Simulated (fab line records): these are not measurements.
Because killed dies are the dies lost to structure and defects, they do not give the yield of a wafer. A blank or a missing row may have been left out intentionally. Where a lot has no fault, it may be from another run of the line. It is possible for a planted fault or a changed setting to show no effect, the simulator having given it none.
fab line records	flow nand_harc
record lots=7	wafers=20	last_day=24
route steps=1159 shown P_GATE@143 END@1159
lots with no fault: from the same line, run without faults
start_h: the number of hours between the record's first day and the start of the first shown wafer of the lot	wait_h: how many hours have passed since the lot's step before this one	" repeats the value in the row above	L1.1+2: a row that stands for several wafers	- no value present, or no start provided	* or withheld: withheld	< > ~ a bound
route shown NAME@n: a module of which the file shows steps, and the number in the route of the first	usual: mean and standard deviation over wafers with no fault	same: alike in all rows	chamber/n: place in a boat	sites: each site's reading	_std_site: their standard deviation	_edge_site: mean of outer sites minus mean of inner sites	radius_mm: for every site, how far away it sits from the centre of the wafer	mask NAME#n: copy n	behind: tool/chamber where the wafer was last shaped	hold: why the lot was held/for how many hours/how that ended	device: whichever transistor did not switch (one of n, p or np)	end of line: at the end of the route, the tests of the same wafers	a step without rows: its recipe alone	killed: dies that structure and defects cost at the first sort, which is not the same as the wafer's yield	map: a wafer's dies, x killed, . not, _ none there
set.NAME: the run value of the setting; set.NAME@STEP: its run value at that earlier step	model.NAME: the simulator's own value behind a step, which no gauge read
lots at some steps of the route; a table a step, a row a wafer
services: the hour from which a tool's chamber was out of use, counted from the record's first day as start_h (under 0 if before that day), plus the number of hours and why
## steps
# step NHARC_P_GATE_INSPECT_28
# usual raw_defect_count=6.1/2.6
lot.wafer	tool	chamber	start_h	wait_h	raw_defect_count
L867.1	defect_inspect-01	-	88.07	0.0	2
L867.3	"	-	"	"	14
L867.6	"	-	"	"	5
L868.1	defect_inspect-01	-	97.45	0.0	9
L868.2	"	-	"	"	8
L868.5	"	-	"	"	7
L871.1	defect_inspect-02	-	109.18	0.0	9
L871.2	"	-	"	"	7
L871.6	"	-	"	"	7
L874.1	defect_inspect-01	-	134.29	0.0	8
L874.4	"	-	"	"	6
L881.2	defect_inspect-02	-	173.75	0.0	2
L881.3	"	-	"	"	8
L881.6	"	-	"	"	5
L887.2	defect_inspect-02	-	210.67	0.0	7
L887.3	"	-	"	"	5
L887.4	"	-	"	"	7
L888.2	defect_inspect-02	-	216.55	0.0	8
L888.3	"	-	"	"	7
L888.6	"	-	"	"	8
# step NHARC_P_GATE_DESCUM_31
# recipe time_s=3	o2_flow_sccm=200	ar_flow_sccm=0	bias_power_w=0	chemistry=O2
# usual drypump_motor_current_A=5.9/0.41	oes_product_au=1.000/0.0078	rf_vpp_V=57.8/0.87	showerhead_plenum_p_Torr=1.90/0.078	throttle_valve_pct=11.312/0.0087
lot.wafer	tool	chamber	start_h	wait_h	drypump_motor_current_A	oes_product_au	rf_hours_counter_h	rf_vpp_V	showerhead_plenum_p_Torr	throttle_valve_pct
L867.1	rie_diel-08	1	88.14	0.1	5.8	1.010	52	57.2	1.93	11.311
L867.3	"	3	"	"	4.8	1.011	41	56.7	1.83	11.317
L867.6	"	0	"	"	6.0	1.003	-	59.3	2.00	11.301
L868.1	rie_diel-03	3	97.53	0.1	6.5	0.991	8	58.3	1.91	11.319
L868.2	"	1	"	"	5.7	1.000	8	58.5	2.02	11.314
L868.5	"	3	"	"	6.5	0.992	-	57.8	1.91	11.306
L871.1	rie_diel-03	1	109.26	0.1	5.7	0.986	11	56.9	2.02	11.318
L871.2	"	2	"	"	6.2	1.006	11	57.3	1.80	11.306
L871.6	"	1	"	"	5.7	0.999	-	58.8	2.02	11.311
L874.4	rie_diel-03	2	134.35	0.1	6.2	1.005	16	56.6	1.80	11.309
L874.1	"	0	"	"	6.0	1.000	16	57.2	1.91	11.313
L881.3	rie_diel-08	2	173.82	0.1	5.7	1.000	14	59.2	1.80	11.322
L881.2	"	3	"	"	4.8	1.000	13	57.7	1.82	11.301
L881.6	"	2	"	"	5.7	1.010	-	58.6	1.80	11.309
L887.2	rie_diel-03	0	210.73	0.1	6.0	1.012	30	57.1	1.90	11.310
L887.3	"	1	"	"	5.7	0.986	31	57.9	2.01	11.316
L887.4	"	3	"	"	6.5	1.005	31	57.5	1.90	11.308
L888.3	rie_diel-12	3	216.62	0.1	5.7	1.008	1	57.5	1.92	11.315
L888.2	"	1	"	"	6.0	0.998	1	58.7	1.90	11.319
L888.6	"	2	"	"	5.1	0.999	-	58.9	1.84	11.317
# step NHARC_P_GATE_ETCH_104
# recipe target_depth_a=600	time_s=withheld	cf4_flow_sccm=100	chf3_flow_sccm=30	ar_flow_sccm=0	rf_w=500	bias_w=200	chemistry=CF4/CHF3
# step NHARC_P_GATE_HM_OPEN_105
# recipe target_depth_a=3600	o2_flow_sccm=400	cos_flow_sccm=20	ar_flow_sccm=0	rf_w=500	bias_w=300	chemistry=O2/COS
# step NHARC_P_GATE_STRIP_106
# recipe o2_flow_sccm=400	cos_flow_sccm=20	ar_flow_sccm=0	bias_w=0	chemistry=O2/COS
# step NHARC_P_GATE_ETCH_114
# recipe target_depth_a=300	overetch_a=30	time_s=16.5	ion_energy_ev=100	cf4_flow_sccm=80	o2_flow_sccm=20	ar_flow_sccm=0	rf_w=300	bias_w=100	chemistry=CF4/O2
# usual drypump_motor_current_A=5.9/0.45	oes_product_au=1.002/0.0069	rf_vpp_V=197.6/1.3	showerhead_plenum_p_Torr=1.33/0.052	throttle_valve_pct=13.397/0.0098
lot.wafer	tool	chamber	start_h	wait_h	drypump_motor_current_A	oes_product_au	rf_hours_counter_h	rf_vpp_V	showerhead_plenum_p_Torr	throttle_valve_pct
L867.1	rie_diel-08	0	-	-	6.0	1.010	45	198.8	1.40	13.389
L867.3	"	1	"	"	5.7	1.001	52	198.2	1.35	13.399
L867.6	"	3	"	"	4.8	1.000	-	196.3	1.28	13.404
L868.1	rie_diel-03	3	-	-	6.5	0.999	8	196.6	1.33	13.383
L868.2	"	2	"	"	6.2	1.004	9	196.4	1.26	13.405
L868.5	"	3	"	"	6.5	1.003	-	197.1	1.33	13.381
L871.1	rie_diel-03	0	-	-	6.0	1.003	11	198.0	1.33	13.380
L871.2	"	2	"	"	6.2	0.999	12	196.1	1.26	13.405
L871.6	"	0	"	"	6.0	1.004	-	198.1	1.33	13.412
L874.1	rie_diel-03	3	-	-	6.6	1.004	16	199.0	1.33	13.393
L874.4	"	2	"	"	6.1	1.002	16	195.9	1.26	13.387
L881.3	rie_diel-08	3	-	-	4.9	1.002	13	196.2	1.27	13.394
L881.2	"	0	"	"	5.9	1.002	13	198.4	1.39	13.393
L881.6	"	3	"	"	4.9	1.005	-	197.0	1.27	13.405
L887.2	rie_diel-03	3	-	-	6.5	1.003	31	198.3	1.32	13.387
L887.4	"	0	"	"	6.0	1.012	30	196.6	1.33	13.405
L887.3	"	1	"	"	5.7	1.000	31	198.8	1.40	13.391
L888.3	rie_diel-12	2	-	-	5.1	0.993	1	196.9	1.28	13.397
L888.2	"	3	"	"	5.7	1.010	1	198.4	1.34	13.394
L888.6	"	0	"	"	6.1	1.013	-	199.2	1.41	13.391
# step NHARC_P_GATE_ETCH_32
# recipe target_depth_a=1500	over_etch_frac=1	over_etch_ion_energy_ev=40	time_s=100.1	hbr_flow_sccm=150	cl2_flow_sccm=50	rf_w=400	icp_w=400	bias_w=100	chemistry=HBr/Cl2
# usual drypump_motor_current_A=5.5/0.35	oes_product_au=1.001/0.0075	throttle_valve_pct=26.405/0.0097
lot.wafer	tool	chamber	start_h	wait_h	drypump_motor_current_A	oes_product_au	rf_hours_counter_h	throttle_valve_pct
L867.3	rie_si-04	2	88.67	-	5.6	0.991	1.4	26.402
L867.1	"	3	"	"	5.2	0.999	1.5	26.397
L867.6	"	0	"	"	5.4	1.000	-	26.420
L868.2	rie_si-05	1	98.20	-	6.0	1.004	0.3	26.409
L868.1	"	2	"	"	5.9	0.995	0.3	26.420
L868.5	"	0	"	"	5.6	1.004	-	26.399
L871.2	rie_si-04	1	110.18	-	4.9	0.999	0.1	26.418
L871.1	"	0	"	"	5.4	0.999	0.0	26.406
L871.6	"	2	"	"	5.7	0.996	-	26.400
L874.4	rie_si-04	3	134.84	-	5.2	1.000	0.3	26.392
L874.1	"	1	"	"	4.9	1.004	0.3	26.393
L881.2	rie_si-05	2	174.30	-	5.9	0.999	1.1	26.382
L881.3	"	3	"	"	5.6	1.001	1.1	26.398
L881.6	"	1	"	"	6.0	0.998	-	26.399
L887.4	rie_si-06	3	211.23	-	4.9	0.996	0.3	26.405
L887.2	"	1	"	"	5.8	0.996	0.3	26.394
L887.3	"	2	"	"	5.7	1.003	0.3	26.392
L888.2	rie_si-04	0	217.08	-	5.4	1.009	0.9	26.405
L888.3	"	2	"	"	5.6	1.011	1.0	26.413
L888.6	"	0	"	"	5.4	0.998	-	26.408
# step NHARC_P_GATE_STRIP_108
# recipe o2_flow_sccm=500	ar_flow_sccm=0	bias_w=0	chemistry=O2
# usual drypump_motor_current_A=5.9/0.47	oes_product_au=1.004/0.0066	rf_vpp_V=57.7/0.86	showerhead_plenum_p_Torr=3.50/0.13	throttle_valve_pct=17.037/0.0089
lot.wafer	tool	chamber	start_h	wait_h	drypump_motor_current_A	oes_product_au	rf_hours_counter_h	rf_vpp_V	showerhead_plenum_p_Torr	throttle_valve_pct
L867.1	rie_diel-08	3	88.80	-	4.9	1.008	41	58.0	3.38	17.050
L867.3	"	2	"	"	5.7	1.012	49	56.3	3.35	17.044
L867.6	"	0	"	"	6.0	1.003	-	57.5	3.68	17.043
L868.1	rie_diel-03	3	98.36	-	6.5	1.004	9	56.4	3.52	17.049
L868.2	"	0	"	"	6.0	0.998	9	57.3	3.52	17.029
L868.5	"	3	"	"	6.6	1.003	-	58.7	3.52	17.045
L871.2	rie_diel-03	0	110.38	-	6.0	1.005	11	57.3	3.52	17.032
L871.1	"	1	"	"	5.7	1.010	11	58.7	3.71	17.038
L871.6	"	2	"	"	6.2	1.014	-	57.6	3.33	17.027
L874.4	rie_diel-12	1	135.04	-	6.0	1.007	37	58.1	3.51	17.041
L874.1	"	2	"	"	5.2	0.999	34	57.8	3.41	17.052
L881.2	rie_diel-08	1	174.54	-	5.8	1.002	14	57.1	3.54	17.036
L881.3	"	2	"	"	5.7	1.013	14	56.6	3.33	17.045
L881.6	"	0	"	"	6.0	1.005	-	58.0	3.67	17.031
L887.3	rie_diel-03	2	211.39	-	6.2	1.006	30	56.9	3.32	17.047
L887.2	"	0	"	"	6.0	1.002	30	57.8	3.51	17.045
L887.4	"	1	"	"	5.7	0.998	31	58.1	3.70	17.038
L888.3	rie_diel-12	2	217.24	-	5.2	0.990	1	57.7	3.40	17.050
L888.2	"	0	"	"	6.1	1.000	1	57.3	3.71	17.050
L888.6	"	2	"	"	5.2	0.996	-	57.2	3.40	17.030
# step NHARC_P_GATE_CD_MEAS_33
# usual cd_nm=120.7/1.8
lot.wafer	tool	chamber	start_h	wait_h	cd_nm
L867.1	cd_sem-01	-	88.97	-	121.3
L867.3	"	-	"	"	118.7
L867.6	"	-	"	"	120.4
L868.1	cd_sem-03	-	98.52	-	117.9
L868.2	"	-	"	"	119.0
L868.5	"	-	"	"	119.8
L871.1	cd_sem-02	-	110.52	-	119.1
L871.2	"	-	"	"	123.1
L871.6	"	-	"	"	119.1
L874.1	cd_sem-03	-	135.18	-	121.2
L874.4	"	-	"	"	121.0
L881.2	cd_sem-02	-	174.69	-	120.0
L881.3	"	-	"	"	120.9
L881.6	"	-	"	"	121.2
L887.2	cd_sem-02	-	211.57	-	121.7
L887.3	"	-	"	"	117.5
L887.4	"	-	"	"	122.2
L888.2	cd_sem-01	-	217.41	-	121.7
L888.3	"	-	"	"	121.1
L888.6	"	-	"	"	120.0
# step NHARC_P_GATE_STRIP_35
# recipe time_s=600	temp_c=130	chemistry=SPM
# step NHARC_P_GATE_PRECLEAN_73
# recipe time_s=*	temp_c=50	bath_age_min=0	chemistry=SC1
# step NHARC_P_GATE_SRD_74
# step NHARC_P_GATE_ALD_36
# recipe target_thk_a=200	pulse_time_s=60	ald_cycles=223	temp_c=400	material=SiNx
# usual ald_cycles=223/0	heater_power_w=808/71	precursor_pulse_height_rel=0.996/0.02
lot.wafer	tool	chamber	start_h	wait_h	ald_cycles	heater_power_w	precursor_pulse_height_rel
L867.3	ald_sin-04	0	89.45	-	223	773	1.002
L867.1	"	1	90.53	-	223	813	0.964
L867.6	"	1	94.83	-	223	823	0.996
L868.2	ald_sin-04	1	98.99	-	223	843	0.952
L868.1	"	0	102.15	-	160	769	0.977
L868.5	"	1	103.21	-	223	826	0.988
L871.1	ald_sin-04	1	111.00	-	160	814	0.977
L871.2	"	3	113.09	-	223	809	1.021
L871.6	"	1	115.18	-	223	830	0.954
L874.1	ald_sin-04	3	135.64	-	160	808	0.998
L874.4	"	1	137.78	-	160	819	0.998
L881.3	ald_sin-01	1	175.37	-	223	876	0.969
L881.2	"	2	176.43	-	223	666	1.034
L881.6	"	2	180.64	-	223	694	0.978
L887.3	ald_sin-03	0	213.06	-	223	898	1.003
L887.4	"	1	214.10	-	223	827	0.962
L887.2	"	2	215.14	-	223	777	0.986
L888.2	ald_sin-04	0	218.94	-	223	799	0.975
L888.3	"	2	221.08	-	223	855	0.982
L888.6	"	3	222.15	-	223	814	0.988
# step NHARC_P_GATE_ETCHBACK_37
# recipe target_depth_a=345	time_s=17.2	chf3_flow_sccm=50	o2_flow_sccm=10	ar_flow_sccm=200	rf_w=500	bias_w=200	chemistry=CHF3/O2
# usual drypump_motor_current_A=5.8/0.43	oes_product_au=0.95/0.039	rf_vpp_V=370.5/2.2	showerhead_plenum_p_Torr=2.39/0.09	throttle_valve_pct=20.572/0.0084
lot.wafer	tool	chamber	start_h	wait_h	drypump_motor_current_A	oes_product_au	rf_hours_counter_h	rf_vpp_V	showerhead_plenum_p_Torr	throttle_valve_pct
L867.1	rie_diel-12	2	-	-	5.2	0.99	23	368.5	2.32	20.568
L867.3	"	3	"	"	5.7	1.00	23	371.1	2.43	20.567
L867.6	"	1	"	"	6.0	1.01	-	369.6	2.40	20.564
L868.2	rie_diel-03	0	-	-	6.0	0.92	10	369.4	2.40	20.572
L868.1	"	1	"	"	5.7	0.93	10	373.4	2.53	20.579
L868.5	"	3	"	"	6.5	0.92	-	369.6	2.39	20.564
L871.2	rie_diel-12	1	-	-	6.0	0.93	31	372.2	2.39	20.578
L871.1	"	2	"	"	5.2	0.91	28	368.0	2.32	20.576
L871.6	"	2	"	"	5.2	0.92	-	369.8	2.32	20.571
L874.4	rie_diel-08	0	-	-	6.0	1.01	2	371.5	2.50	20.566
L874.1	"	2	"	"	5.7	1.01	2	368.0	2.27	20.561
L881.3	rie_diel-03	2	-	-	6.2	0.92	23	367.9	2.26	20.560
L881.2	"	3	"	"	6.6	0.92	25	369.3	2.39	20.565
L881.6	"	2	"	"	6.2	0.92	-	367.9	2.26	20.573
L887.4	rie_diel-08	0	-	-	6.0	1.01	30	371.3	2.49	20.566
L887.3	"	2	"	"	5.7	1.02	29	367.2	2.26	20.564
L887.2	"	3	"	"	4.9	1.01	30	367.5	2.28	20.576
L888.2	rie_diel-12	2	-	-	5.2	0.92	5	369.4	2.31	20.576
L888.3	"	0	"	"	6.1	0.93	4	373.2	2.53	20.569
L888.6	"	3	"	"	5.7	0.92	-	370.3	2.41	20.578
# step NHARC_END_SORT_01
# recipe temp_c=25
# usual killed_at_array=27/11	killed_at_other=0.8/1.4	killed_at_periphery=3.3/2	killed_dies=31/11	killed_open=3.4/1.8	killed_short=2.1/1.3
# same gross_dies=677
lot.wafer	tool	chamber	start_h	wait_h	killed_at_array	killed_at_other	killed_at_periphery	killed_dies	killed_open	killed_short
L867.1	prober-01	0	453.57	2.5	35	0	3	38	2	3
L867.3	prober-01	0	455.17	3.1	33	0	5	38	5	3
L867.6	prober-01	0	457.58	4.0	30	0	4	34	4	2
L868.1	prober-01	0	461.39	2.5	29	2	3	34	3	2
L868.2	prober-01	0	462.18	2.8	23	6	2	31	1	3
L868.5	prober-01	0	464.55	3.7	30	2	0	32	2	1
L871.1	prober-01	0	469.15	2.5	21	1	1	23	6	1
L871.2	prober-01	0	469.94	2.8	17	0	0	17	6	1
L871.6	prober-01	0	473.10	3.9	19	0	1	20	4	0
L881.2	prober-01	0	516.75	2.8	43	0	3	46	2	2
L881.3	prober-01	0	517.56	3.1	28	0	1	29	4	0
L881.6	prober-01	0	520.01	4.1	35	0	2	37	4	3
L887.2	prober-01	0	560.99	2.9	45	0	7	52	1	3
L887.3	prober-01	0	561.78	3.1	38	0	3	41	2	1
L887.4	prober-01	0	562.58	3.4	37	1	7	45	2	3
L888.2	prober-02	0	568.81	2.8	33	0	2	35	5	3
L888.3	prober-02	0	569.62	3.1	32	1	4	37	7	0
L888.6	prober-02	0	572.06	4.1	34	0	1	35	2	2
# killed by level:class
L867.1 A_CHANNEL_HOLE_D1:chamber_film_flake=14 A_SLIT:chamber_film_flake=13 P_M2:chamber_film_flake=2 A_STAIRCASE:chamber_film_flake=2 A_CONTACT:chamber_film_flake=2 P_M1:geometric_particle:open=1 A_SOURCE_PLATE:geometric_particle:short=1 A_ONON_D1:geometric_particle:open=1
L867.3 A_CHANNEL_HOLE_D1:chamber_film_flake=10 A_SLIT:chamber_film_flake=10 A_STAIRCASE:chamber_film_flake=5 A_CHANNEL_FILL_D1:geometric_particle:open=2 P_M2:chamber_film_flake=2 P_M0:geometric_particle:short=1 P_M1:geometric_particle:open=1 A_CHANNEL_FILL_D1:geometric_particle:short=1
L867.6 A_CHANNEL_HOLE_D1:chamber_film_flake=8 A_SLIT:chamber_film_flake=8 A_CONTACT:chamber_film_flake=5 A_STAIRCASE:chamber_film_flake=4 A_CHANNEL_FILL_D1:geometric_particle:short=2 P_GATE:chamber_film_flake=2 P_CONTACT:geometric_particle:open=1 A_ONON_D1:geometric_particle:open=1
L868.1 A_CHANNEL_HOLE_D1:chamber_film_flake=16 A_STAIRCASE:chamber_film_flake=3 A_WL_FILL:chamber_film_flake=3 THIN_TSV:chamber_film_flake=2 A_ONON_D1:geometric_particle:open=1 A_ONON_D1:geometric_particle:short=1 A_CHANNEL_HOLE_D1:geometric_particle:open=1 A_WL_FILL:geometric_particle:short=1
L868.2 A_CHANNEL_HOLE_D1:chamber_film_flake=11 THIN_TSV:chamber_film_flake=6 A_CONTACT:chamber_film_flake=3 A_STAIRCASE:chamber_film_flake=2 A_SLIT:chamber_film_flake=2 A_WL_FILL:chamber_film_flake=2 P_M0:geometric_particle:short=1 A_CHANNEL_FILL_D1:geometric_particle:short=1
L868.5 A_CHANNEL_HOLE_D1:chamber_film_flake=15 A_WL_FILL:chamber_film_flake=5 A_STAIRCASE:chamber_film_flake=3 A_SLIT:chamber_film_flake=3 THIN_TSV:chamber_film_flake=2 A_CHANNEL_HOLE_D1:geometric_particle:open=1 A_WL_FILL:geometric_particle:short=1 A_CONTACT:geometric_particle:open=1
L871.1 A_CONTACT:chamber_film_flake=7 A_CHANNEL_HOLE_D1:chamber_film_flake=4 A_CHANNEL_FILL_D1:geometric_particle:open=2 A_M0:geometric_particle:open=2 A_CHANNEL_FILL_D1:chamber_film_flake=2 P_M2:geometric_particle:open=1 A_SGD_CUT:geometric_particle:short=1 A_CONTACT:geometric_particle:open=1
L871.2 A_CONTACT:chamber_film_flake=3 A_ONON_D1:geometric_particle:open=2 A_CHANNEL_HOLE_D1:chamber_film_flake=2 A_CHANNEL_FILL_D1:chamber_film_flake=2 A_SLIT:chamber_film_flake=2 A_CHANNEL_FILL_D1:geometric_particle:open=1 A_CHANNEL_FILL_D1:geometric_particle:short=1 A_SGD_CUT:geometric_particle:open=1
L871.6 A_CONTACT:chamber_film_flake=6 A_BLC:chamber_film_flake=4 A_CHANNEL_HOLE_D1:chamber_film_flake=3 P_CONTACT:geometric_particle:open=1 A_ONON_D1:geometric_particle:open=1 A_CHANNEL_FILL_D1:geometric_particle:open=1 A_CONTACT:geometric_particle:open=1 A_CHANNEL_FILL_D1:chamber_film_flake=1
L881.2 A_SLIT:chamber_film_flake=16 A_CHANNEL_HOLE_D1:chamber_film_flake=14 A_STAIRCASE:chamber_film_flake=5 A_BONDPAD:chamber_film_flake=3 A_CONTACT:chamber_film_flake=3 P_CONTACT:geometric_particle:short=1 P_CONTACT:geometric_particle:open=1 A_SOURCE_PLATE:geometric_particle:short=1
L881.3 A_CHANNEL_HOLE_D1:chamber_film_flake=14 A_SLIT:chamber_film_flake=6 A_CONTACT:chamber_film_flake=3 P_M1:geometric_particle:open=1 A_SOURCE_PLATE:geometric_particle:open=1 A_BLC:geometric_particle:open=1 A_M0:geometric_particle:open=1 A_STAIRCASE:chamber_film_flake=1
L881.6 A_CHANNEL_HOLE_D1:chamber_film_flake=19 A_SLIT:chamber_film_flake=9 A_CONTACT:geometric_particle:open=2 A_CONTACT:chamber_film_flake=2 P_M0:geometric_particle:open=1 P_M0:geometric_particle:short=1 A_ONON_D1:geometric_particle:open=1 A_CHANNEL_FILL_D1:geometric_particle:short=1
L887.2 A_CHANNEL_HOLE_D1:chamber_film_flake=22 A_SLIT:chamber_film_flake=11 P_BONDPAD:chamber_film_flake=3 A_STAIRCASE:chamber_film_flake=3 A_WL_FILL:chamber_film_flake=3 A_CONTACT:chamber_film_flake=3 A_ONON_D1:geometric_particle:short=2 P_M2:geometric_particle:open=1
L887.3 A_CHANNEL_HOLE_D1:chamber_film_flake=20 A_SLIT:chamber_film_flake=11 A_CONTACT:chamber_film_flake=3 P_GATE:geometric_particle:open=1 A_SOURCE_PLATE:geometric_particle:open=1 A_ONON_D1:geometric_particle:short=1 P_ZERO_WELL:chamber_film_flake=1 P_GATE:chamber_film_flake=1
L887.4 A_CHANNEL_HOLE_D1:chamber_film_flake=20 A_SLIT:chamber_film_flake=10 P_BONDPAD:chamber_film_flake=2 P_ZERO_WELL:chamber_film_flake=2 P_GATE:chamber_film_flake=2 A_STAIRCASE:chamber_film_flake=2 P_M0:geometric_particle:open=1 A_SOURCE_PLATE:geometric_particle:short=1
L888.2 A_SLIT:chamber_film_flake=9 A_CHANNEL_HOLE_D1:chamber_film_flake=6 A_STAIRCASE:chamber_film_flake=6 A_CONTACT:chamber_film_flake=6 A_WL_FILL:geometric_particle:open=2 P_GATE:geometric_particle:open=1 P_GATE:geometric_particle:short=1 A_SOURCE_PLATE:geometric_particle:short=1
L888.3 A_SLIT:chamber_film_flake=18 A_STAIRCASE:chamber_film_flake=3 A_CONTACT:chamber_film_flake=3 P_M1:geometric_particle:open=2 A_BLC:geometric_particle:open=2 P_GATE:chamber_film_flake=2 A_SGD_CUT:geometric_particle:open=1 A_WL_FILL:geometric_particle:open=1
L888.6 A_SLIT:chamber_film_flake=13 A_CHANNEL_HOLE_D1:chamber_film_flake=8 A_STAIRCASE:chamber_film_flake=5 A_CONTACT:chamber_film_flake=3 A_SOURCE_PLATE:geometric_particle:short=1 A_WL_FILL:geometric_particle:short=1 A_CONTACT:geometric_particle:open=1 A_BLC:geometric_particle:open=1
## services
tool	chamber	start_h	hours	kind
rie_si-05	-	65.30	0.2	repair
ald_sin-03	1	70.35	4.2	repair
ald_sin-03	3	84.38	27.3	repair
ald_sin-03	-	88.60	1.3	repair
ald_sin-03	2	94.85	6.0	repair
rie_si-04	-	99.00	9.0	pm
rie_si-05	3	99.28	1.7	repair
rie_diel-12	2	113.53	6.6	repair
rie_diel-08	-	124.80	9.0	pm
rie_diel-12	3	138.02	3.7	repair
ald_sin-04	0	146.69	2.1	repair
rie_diel-03	2	167.77	5.8	repair
rie_diel-12	3	170.97	13.6	repair
rie_si-05	0	173.21	3.3	repair
rie_si-05	-	173.49	0.6	repair
rie_diel-03	-	177.99	0.4	repair
ald_sin-04	0	180.92	10.1	repair
rie_diel-03	-	180.99	1.2	repair
rie_si-06	-	183.00	9.0	pm
rie_diel-12	2	200.30	15.2	repair
rie_diel-12	-	202.84	9.0	pm
rie_si-04	0	208.14	6.0	repair
ald_sin-01	0	213.44	1.8	repair
rie_diel-03	-	215.30	9.0	pm
## key
first_sign step=NHARC_P_GATE_ALD_36	reading=ald_cycles	direction=down	sigmas=99+	usual=223	struck=160
effect none on later readings
met_at NHARC_P_GATE_ALD_36
struck_wafers L868.1,L871.1,L874.1,L874.4
sort_left_out L874.1,L874.4
tester_left_out L868,L871,L874
fault kind=process_parameter_drift	tool=ald_sin-04	chamber=-	onset_h=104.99	steps=NHARC_P_GATE_ALD_36	channel=ald_cycles	offset=-63	shape=step	end_h=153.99	scope=struck_wafers_only	stated=223
# tester_left_out: of these lots the tester's yield and bins aren't shown, on N5 and GAA mostly nor the transistor test; their killed dies are dies lost to structure and defects alone, not to doping, threshold or leakage, so they don't give the yield
# sort_left_out: the simulated sort isn't trusted on such a fault, so these wafers' sort isn't shown, and their yield isn't known
